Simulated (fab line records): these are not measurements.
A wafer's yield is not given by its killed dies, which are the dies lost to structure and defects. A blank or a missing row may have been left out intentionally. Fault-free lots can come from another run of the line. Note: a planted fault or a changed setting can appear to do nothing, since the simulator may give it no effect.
fab line records    flow n5Finfet
record lots=10  wafers=30  lastDay=17
route steps=1938 shown BEOL_M0_SAQP@679 BEOL_M0_CUTY@710 BEOL_M4@1111 PASSIVATION@1936
lots that met no fault: taken from a fault-free run of the same line
startH: the number of hours between the record's first day and the start of the first shown wafer of the lot    waitH: hours since the lot's step before    " repeats the value in the row above    L1.1+2: a single row standing in for several wafers    - no value present, or no start provided    * or withheld: withheld    < > ~ a bound
route shown NAME@n: a module of which the file shows steps, and the number in the route of the first    usual: mean/standard deviation of fault-free wafers    same: alike in all rows    chamber/n: place in a boat    sites: per-site readings    _std_site: standard deviation across them    _edge_site: inner sites' mean taken away from outer sites' mean    radiusMm: how far each site lies from the wafer's centre    mask NAME#n: copy n    behind: the tool/chamber that last shaped the wafer    hold: why the lot was held/for how many hours/how that ended    device: which transistor (n, p or np) failed to switch    end of line: tests of these same wafers at the route's end    step lacking rows: just its recipe    killed: not the wafer's yield, but the dies lost to structure and defects at the first sort    map: a wafer's dies, marking killed ones x, the rest . and places with no die _
set.NAME: setting as actually run; set.NAME@STEP: the setting as run at that earlier step    model.NAME: the simulator's own value behind a step, which no gauge read
the route's steps for a sample of lots (tables are steps, rows are wafers)
services: a tool's chamber out of use, with start hour (startH, from the record's first day; less than 0 if before it), hours out, and reason
## steps
# step N5_BEOL_M0_SAQP_CD_MEAS_29
# recipe targetCdNm=14.4  landingEnergyEv=1000  detector=seInlens
# usual cdNm=15.00/0.21
lot.wafer  tool      chamber  startH  waitH  cdNm
L362.1     cdSem-02  0        129.56  0.1    14.97
L362.4     "         0        "       "      15.32
L362.6     "         0        "       "      15.19
L364.2     cdSem-01  0        140.83  0.1    14.80
L364.3     "         0        "       "      15.00
L364.5     "         0        "       "      14.81
L365.1     cdSem-01  0        146.97  0.1    14.86
L365.2     "         0        "       "      14.82
L365.6     "         0        "       "      15.09
L366.2     cdSem-03  0        166.31  0.1    15.06
L366.4     "         0        "       "      14.75
L366.5     "         0        "       "      14.71
L370.2     cdSem-01  0        188.87  0.1    14.98
L370.4     "         0        "       "      14.88
L370.5     "         0        "       "      15.00
L376.1     cdSem-02  0        226.76  0.1    15.28
L376.2     "         0        "       "      15.21
L376.5     "         0        "       "      15.31
L377.1     cdSem-03  0        229.62  0.1    14.73
L377.4     "         0        "       "      14.74
L377.5     "         0        "       "      15.25
L379.2     cdSem-02  0        237.48  0.1    14.82
L379.3     "         0        "       "      15.31
L379.5     "         0        "       "      14.47
L381.1     cdSem-02  0        251.58  0.1    14.93
L381.2     "         0        "       "      15.23
L381.6     "         0        "       "      15.10
L382.1     cdSem-02  0        254.43  0.1    14.97
L382.2     "         0        "       "      14.64
L382.4     "         0        "       "      15.15
# step N5_BEOL_M0_SAQP_CD_MEAS_40
# recipe targetCdNm=30  landingEnergyEv=500  detector=seInlens
# usual cdNm=29.99/0.24
lot.wafer  tool      chamber  startH  waitH  cdNm
L362.1     cdSem-02  0        129.99  -      29.82
L362.4     "         0        "       "      30.13
L362.6     "         0        "       "      29.64
L364.2     cdSem-01  0        141.14  -      30.01
L364.3     "         0        "       "      29.99
L364.5     "         0        "       "      29.83
L365.1     cdSem-02  0        147.40  -      29.93
L365.2     "         0        "       "      30.07
L365.6     "         0        "       "      29.85
L366.2     cdSem-01  0        166.62  -      29.51
L366.4     "         0        "       "      29.73
L366.5     "         0        "       "      29.81
L370.2     cdSem-03  0        189.30  -      29.84
L370.4     "         0        "       "      30.28
L370.5     "         0        "       "      30.16
L376.1     cdSem-01  0        227.19  -      30.35
L376.2     "         0        "       "      29.63
L376.5     "         0        "       "      30.13
L377.1     cdSem-01  0        229.93  -      29.90
L377.4     "         0        "       "      30.07
L377.5     "         0        "       "      30.01
L379.2     cdSem-01  0        237.79  -      30.11
L379.3     "         0        "       "      30.37
L379.5     "         0        "       "      30.01
L381.1     cdSem-01  0        252.07  -      29.90
L381.2     "         0        "       "      29.93
L381.6     "         0        "       "      30.14
L382.1     cdSem-01  0        254.74  -      29.81
L382.2     "         0        "       "      29.60
L382.4     "         0        "       "      30.39
# step N5_BEOL_M0_SAQP_ALD_48
# recipe material=SiO2  targetThkA=200  tempC=100  aldPrecursorFamily=BDEAS  aldCoReactant=O2-plasma  pulseTimeS=1  coReactantPulseTimeS=1  purgeTimeS=2  coReactantPurgeTimeS=2  aldCycles=139  pressureTorr=2
# usual aldCycles=139/0  heaterPowerW=81/7  precursorPulseHeightRel=0.998/0.019  susceptorTempC=100.00/0.14
lot.wafer  tool       chamber  startH  waitH  aldCycles  heaterPowerW  precursorPulseHeightRel  susceptorTempC
L362.1     aldSin-01  1        130.40  0.0    139        81            1.001                    100.21
L362.4     "          2        "       "      139        66            1.001                    99.86
L362.6     "          3        "       "      139        75            0.973                    99.82
L364.2     aldSin-02  3        141.81  0.3    139        85            0.963                    100.11
L364.3     "          1        "       "      139        82            0.998                    100.00
L364.5     "          0        "       "      139        86            1.008                    100.01
L365.1     aldSin-02  2        147.85  0.1    182        77            0.977                    99.75
L365.2     "          0        "       "      139        87            1.009                    100.07
L365.6     "          0        "       "      139        88            1.000                    100.18
L366.2     aldSin-02  2        169.27  1.8    182        78            0.967                    99.76
L366.4     "          2        "       "      182        77            1.013                    99.92
L366.5     "          0        "       "      139        87            0.992                    99.82
L370.2     aldSin-03  0        190.09  0.4    139        72            0.973                    99.89
L370.4     "          2        "       "      139        78            1.014                    100.00
L370.5     "          0        "       "      139        74            0.971                    99.85
L376.1     aldSin-02  2        228.17  0.6    139        78            1.019                    100.10
L376.2     "          0        "       "      139        88            1.003                    100.24
L376.5     "          1        "       "      139        81            0.979                    99.90
L377.1     aldSin-02  3        230.34  0.0    139        88            1.003                    100.17
L377.4     "          0        "       "      139        88            0.995                    100.12
L377.5     "          1        "       "      139        80            0.984                    100.09
L379.2     aldSin-02  3        239.09  0.9    139        89            1.006                    100.12
L379.3     "          2        "       "      139        76            0.996                    100.10
L379.5     "          0        "       "      139        89            1.004                    100.02
L381.1     aldSin-02  0        252.48  0.0    139        87            1.002                    99.94
L381.2     "          2        "       "      139        79            1.039                    99.77
L381.6     "          3        "       "      139        88            1.005                    99.77
L382.1     aldSin-01  1        255.14  0.0    139        81            1.041                    99.87
L382.2     "          0        "       "      139        97            1.008                    99.91
L382.4     "          3        "       "      139        74            0.978                    99.88
# step N5_BEOL_M0_CUTY_INSPECT_59
# recipe mode=adi  inspectInstrument=macro
# usual rawDefectCount=2.1/1.4
lot.wafer  tool              chamber  startH  waitH  rawDefectCount
L362.1     defectInspect-02  -        131.35  0.0    1
L362.4     "                 -        "       "      2
L362.6     "                 -        "       "      3
L364.2     defectInspect-02  -        142.88  0.0    2
L364.3     "                 -        "       "      1
L364.5     "                 -        "       "      3
L365.1     defectInspect-02  -        148.80  0.0    0
L365.2     "                 -        "       "      1
L365.6     "                 -        "       "      0
L366.2     defectInspect-01  -        170.34  0.0    0
L366.4     "                 -        "       "      1
L366.5     "                 -        "       "      3
L370.2     defectInspect-02  -        191.04  0.0    0
L370.4     "                 -        "       "      0
L370.5     "                 -        "       "      2
L376.1     defectInspect-01  -        231.41  0.0    2
L376.2     "                 -        "       "      8
L376.5     "                 -        "       "      5
L377.1     defectInspect-01  -        231.44  0.0    4
L377.4     "                 -        "       "      3
L377.5     "                 -        "       "      3
L379.2     defectInspect-02  -        240.09  0.0    3
L379.3     "                 -        "       "      1
L379.5     "                 -        "       "      4
L381.1     defectInspect-02  -        253.55  0.0    0
L381.2     "                 -        "       "      3
L381.6     "                 -        "       "      3
L382.1     defectInspect-01  -        256.22  0.0    1
L382.2     "                 -        "       "      2
L382.4     "                 -        "       "      1
# step N5_BEOL_M4_RC_MEAS_101
# usual DIBL_N=36.3/1.2  DIBL_P=36.7/1.5  IOFF_N=0.164/0.02  IOFF_P=0.214/0.024  ION_N=673/8.5  ION_P=461/5.9  SS_N=71.6/0.44  SS_P=73.3/0.55  VT_N=249.4/2.4  VT_P=-250.0/2.3
lot.wafer  tool       chamber  startH  waitH  DIBL_N[mV/V]  DIBL_P[mV/V]  IOFF_N[nA/um]  IOFF_P[nA/um]  ION_N[uA/um]  ION_P[uA/um]  SS_N[mV/dec]  SS_P[mV/dec]  VT_N[mV]  VT_P[mV]
L362.1     prober-02  0        174.60  0.0    37.0          37.7          0.187          0.214          688           461           72.5          73.3          246.9     -248.0
L362.4     "          0        "       "      35.4          36.0          0.150          0.183          673           456           71.9          73.1          251.1     -253.8
L362.6     "          0        "       "      34.7          35.2          0.138          0.173          665           456           71.7          72.8          250.6     -253.1
L365.1     prober-01  0        203.66  0.0    36.4          36.7          0.144          0.225          652           459           70.8          73.0          252.7     -248.0
L365.2     "          0        "       "      33.3          33.2          0.112          0.173          676           465           70.8          71.9          254.2     -249.8
L365.6     "          0        "       "      35.5          35.5          0.134          0.205          669           464           71.2          72.8          252.9     -250.0
L364.2     prober-01  0        205.67  0.2    37.4          37.3          0.179          0.263          691           480           71.8          73.7          247.9     -244.0
L364.3     "          0        "       "      37.9          38.3          0.193          0.274          672           466           72.1          74.0          243.3     -242.7
L364.5     "          0        "       "      36.1          36.5          0.152          0.238          689           474           71.8          73.6          246.9     -246.4
L366.2     prober-02  0        225.39  0.2    34.4          35.5          0.140          0.198          668           457           71.3          72.5          252.3     -248.4
L366.4     "          0        "       "      36.3          37.5          0.174          0.229          675           464           71.7          73.4          248.8     -248.3
L366.5     "          0        "       "      35.7          36.6          0.159          0.215          668           458           71.5          73.4          250.5     -249.8
L370.2     prober-02  0        233.36  0.2    38.5          39.1          0.217          0.266          692           470           72.3          74.8          247.0     -248.6
L370.4     "          0        "       "      36.8          37.5          0.172          0.242          673           459           72.2          74.5          250.8     -247.8
L370.5     "          0        "       "      35.9          35.4          0.151          0.201          667           456           71.6          73.4          251.7     -251.3
L377.1     prober-01  0        280.96  0.0    33.7          35.5          0.131          0.181          664           458           71.2          72.7          252.4     -252.3
L377.4     "          0        "       "      32.4          33.5          0.114          0.160          662           455           71.1          72.2          254.5     -253.9
L377.5     "          0        "       "      34.8          36.5          0.151          0.200          660           454           70.9          73.3          249.7     -249.8
L376.1     prober-02  0        282.84  0.0    35.7          36.6          0.176          0.214          678           460           71.9          73.4          248.0     -253.1
L376.2     "          0        "       "      35.6          36.9          0.173          0.209          675           461           72.3          73.1          249.2     -250.9
L376.5     "          0        "       "      35.6          36.2          0.174          0.202          682           459           72.5          73.6          247.9     -251.1
L379.2     prober-02  0        286.32  0.2    38.6          37.3          0.201          0.240          679           465           71.2          73.5          245.6     -246.5
L379.3     "          0        "       "      36.9          36.2          0.162          0.213          664           454           70.9          73.0          249.2     -248.0
L379.5     "          0        "       "      39.0          37.4          0.196          0.229          666           460           71.8          73.7          246.6     -249.1
L381.1     prober-02  0        302.79  0.0    38.4          38.8          0.186          0.236          677           466           71.4          73.5          249.3     -249.4
L381.2     "          0        "       "      39.1          39.1          0.205          0.240          685           467           72.2          73.5          246.7     -248.1
L381.6     "          0        "       "      37.7          37.5          0.175          0.207          684           463           71.6          72.5          248.6     -252.9
L382.1     prober-02  0        307.18  0.0    36.3          38.1          0.159          0.214          680           465           71.2          73.8          251.0     -251.5
L382.2     "          0        "       "      36.1          38.3          0.160          0.214          672           465           71.2          73.3          251.5     -250.7
L382.4     "          0        "       "      38.6          40.1          0.200          0.258          682           469           72.3          74.7          247.2     -249.7
# step N5_PASSIVATION_PROBE_49
# usual defectLimitedYield=91.2/1.5  killed_at_M0_to_M3=35/11  killed_at_M4_up=13/5.6  killedAtContacts=13/6.3  killedAtFrontEnd=38/12  killedAtOther=3.7/2.9  killedDies=104/18  killedOpen=69/13  killedShort=34/8.3  sort_bin_5_function=5.2/0.95  sort_bin_6_memory=3.3/0.68  sortNPass=1076/18  sortYieldPct=91.2/1.5
# same grossDies=1180  killedAtBackSide=0  sort_bin_4_leakage[%]=0  sort_bin_8_speed[%]=0
lot.wafer  tool       chamber  startH  waitH  defectLimitedYield[%]  killed_at_M0_to_M3  killed_at_M4_up  killedAtContacts  killedAtFrontEnd  killedAtOther  killedDies  killedOpen  killedShort  sort_bin_5_function[%]  sort_bin_6_memory[%]  sortNPass  sortYieldPct[%]
L377.4     prober-02  -        394.32  0.2    90.4                   42                  23               24                21                3              113         76          36           5.8                     3.4                   1067       90.4
L377.5     prober-02  -        394.37  0.2    88.5                   54                  24               25                32                1              136         95          40           7.1                     4.2                   1044       88.5
# killed by level:class
L377.4 MOL_CONTACT_COAG:geometricParticle:open=17 BEOL_M0_SAQP:geometricParticle:open=10 BEOL_M4:geometricParticle:open=10 STI_FIN_REVEAL:geometricParticle:open=9 BEOL_M0_SAQP:geometricParticle:short=9 MOL_CONTACT_COAG:geometricParticle:short=7 BEOL_M2:geometricParticle:open=7 BEOL_M3:geometricParticle:open=6
L377.5 MOL_CONTACT_COAG:geometricParticle:open=22 BEOL_M0_SAQP:geometricParticle:short=17 BEOL_M4:geometricParticle:open=16 BEOL_M0_SAQP:geometricParticle:open=13 STI_FIN_REVEAL:geometricParticle:open=11 BEOL_M3:geometricParticle:open=9 BEOL_M1:geometricParticle:open=6 GATE_CUT:geometricParticle:open=5
## services
tool       chamber  startH  hours  kind
aldSin-03  -        114.28  0.5    repair
aldSin-03  -        132.48  2.8    pm
aldSin-02  3        156.59  14.0   repair
aldSin-01  -        159.36  2.8    pm
aldSin-01  -        163.98  6.0    pm
aldSin-03  -        166.32  13.6   repair
aldSin-03  -        179.96  6.0    pm
aldSin-02  -        214.88  0.9    repair
aldSin-03  3        248.26  2.9    repair
## key
firstSign step=N5_BEOL_M0_SAQP_ALD_48  reading=aldCycles  direction=up  sigmas=99+  usual=*  struck=*
effect none on later readings
metAt N5_BEOL_M0_SAQP_ALD_48
struckLots L365,L366
struckWafers L365.1,L366.2,L366.4
notActingAt N5_BEOL_M0_SAQP_CD_MEAS_29,N5_BEOL_M0_SAQP_CD_MEAS_40,N5_BEOL_M0_CUTY_INSPECT_59
fault kind=processParameterDrift  tool=aldSin-02  chamber=2  onsetH=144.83  steps=N5_BEOL_M0_SAQP_ALD_48  channel=aldCycles  offset=*  shape=step  endH=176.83  actsIn=*  stated=*
